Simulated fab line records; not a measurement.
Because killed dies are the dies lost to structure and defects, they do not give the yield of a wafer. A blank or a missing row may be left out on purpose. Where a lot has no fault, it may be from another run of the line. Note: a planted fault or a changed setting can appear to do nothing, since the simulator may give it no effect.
Split-lot trial | flow n5Finfet | route with 1938 steps; 7 lots, 21 wafers read

## SPLIT DETAILS
At N5_BEOL_M13_TRENCH_ETCH_34 (etches SiOC in C4F8/O2/Ar, target depth 413.47 nm, time 162.6 s), the setting timeS was moved away from the recipe's 162.6 s on 9 of the 21 wafers read, by -20.7% to +21.6%. The other wafers ran this setting at the recipe's value.

## FROM THE SPLIT TO THE READING: what the file shows between them, 10 steps
- N5_BEOL_M13_STRIP_70: strips in C4F8/O2/Ar
- N5_BEOL_M13_OCD_MEAS_35
- N5_BEOL_M13_STRIP_37: strips in N2/H2
- N5_BEOL_M13_ETCH_38: etches SiCN in CF4/N2, target depth 67.5 nm, time 71.9 s
- N5_BEOL_M13_ECD_47: material Cu, target thk 936 nm
- N5_BEOL_M13_ANNEAL_48: time 90 s
- N5_BEOL_M13_CMP_49: polishes, stops on SiOC, t overpolish 17.1 s, target thk 420 nm
- N5_BEOL_M13_THK_MEAS_50: measures by xrf
- N5_BEOL_M13_PRE_CLEAN_52: time 15 s
- N5_BEOL_M13_DEP_53: deposits SiCN from 3MS/NH3, target thk 50 nm, time 17.8 s

## THE READING
M13_RS, in ohm/sq, at N5_BEOL_M13_RS_MEAS_54 (measures by four-point-probe). Typical for fault-free wafers on this fab line: 0.0450 ohm/sq, with standard deviation 0.00077 ohm/sq.

wafer  | tool, chamber at the split | timeS as run, s | against the recipe | M13_RS, ohm/sq | against lot-mates on the recipe
L079.1 | rieDiel-04, 2              | 162.6           | recipe             | 0.0447         | -
L079.2 | rieDiel-04, 1              | 162.6           | recipe             | 0.0440         | -
L079.6 | rieDiel-04, 1              | 143.9           | -11.5%             | 0.0504         | +0.0060
L078.1 | rieDiel-02, 3              | 138.7           | -14.7%             | 0.0531         | no lot-mate on the recipe
L078.4 | rieDiel-02, 2              | 138.7           | -14.7%             | 0.0545         | no lot-mate on the recipe
L078.5 | rieDiel-02, 3              | 138.7           | -14.7%             | 0.0529         | no lot-mate on the recipe
L080.1 | rieDiel-02, 0              | 162.6           | recipe             | 0.0448         | -
L080.2 | rieDiel-02, 2              | 162.6           | recipe             | 0.0453         | -
L080.3 | rieDiel-02, 1              | 162.6           | recipe             | 0.0445         | -
L082.2 | rieDiel-02, 1              | 162.6           | recipe             | 0.0450         | -
L082.4 | rieDiel-02, 1              | 162.6           | recipe             | 0.0450         | -
L082.6 | rieDiel-02, 0              | 162.6           | recipe             | 0.0449         | -
L083.1 | rieDiel-05, 2              | 162.6           | recipe             | 0.0464         | -
L083.5 | rieDiel-05, 1              | 197.8           | +21.6%             | 0.0367         | -0.0098
L083.6 | rieDiel-05, 2              | 162.6           | recipe             | 0.0467         | -
L085.4 | rieDiel-02, 0              | 187.4           | +15.3%             | 0.0391         | no lot-mate on the recipe
L085.5 | rieDiel-02, 1              | 187.4           | +15.3%             | 0.0392         | no lot-mate on the recipe
L085.6 | rieDiel-02, 2              | 187.4           | +15.3%             | 0.0402         | no lot-mate on the recipe
L097.2 | rieDiel-02, 2              | 129             | -20.7%             | 0.0591         | +0.0139
L097.3 | rieDiel-02, 3              | 162.6           | recipe             | 0.0444         | -
L097.5 | rieDiel-02, 2              | 162.6           | recipe             | 0.0459         | -

THE FIT
A straight line over all 21 wafers: M13_RS changes by -0.000485 ohm/sq for each +1% of timeS; r = -0.97; the points scatter about the line by 0.0013 ohm/sq.
The same after taking each lot's own level away (the mean of its wafers on the recipe; 15 wafers): -0.000553 ohm/sq for each +1%; r = -0.98; scatter 0.00094 ohm/sq.
The reading moves by 0.012 ohm/sq for the largest change in timeS, on that fit.
The span of the lots' own levels, 0.04435 to 0.04655 ohm/sq, comes to 2.9 times the standard deviation stated above.
In other words, the slope is changed by the lot-to-lot level; the two fits disagree.
Check: for one of the wafers moved furthest among these (+21.6%), held out of the fit, the line's prediction against its lot-mates is -0.014 ohm/sq. Against them it came out at -0.00985 ohm/sq.

## FURTHER SPLITS ON THESE WAFERS
Before the reading, these wafers also passed through other splits. Each is held against what the fit with the lots' levels taken away leaves over:
other split on the same wafers | wafers away from the commonest value | r with M13_RS (lot level and that fit taken away)
N5_BEOL_M11_DEP_56 timeS       | 8                                    | -0.10

## THE WHOLE CHAIN: every reading that the file lists as answering this split, in the file's order
step                       | what it does                                                    | reading                                                                      | change (the file's fit)               | r (the file's)
N5_BEOL_M13_TRENCH_ETCH_34 | etches SiOC in C4F8/O2/Ar, target depth 413.47 nm, time 162.6 s | etch.depthNm (the simulator's own value, which no gauge read)                | +4.65 nm for each +1% of the setting  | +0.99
N5_BEOL_M13_OCD_MEAS_35    |                                                                 | trenchDepthNm                                                                | +4.66 nm for each +1% of the setting  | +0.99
N5_BEOL_M13_CMP_49         | polishes, stops on SiOC, t overpolish 17.1 s, target thk 420 nm | Cu_of_BEOL_M13_ECD_47.thkNm (the simulator's own value, which no gauge read) | +4.68 nm for each +1% of the setting  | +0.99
N5_BEOL_M13_THK_MEAS_50    | measures by xrf                                                 | M13_THK                                                                      | +4.84 for each +1% of the setting     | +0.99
N5_BEOL_M13_RS_MEAS_54     | measures by four-point-probe                                    | M13_RS                                                                       | -0.000555 for each +1% of the setting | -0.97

## FILE'S OWN FIT
M13_RS changes by -0.000555 ohm/sq for each +1% of timeS, r = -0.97.
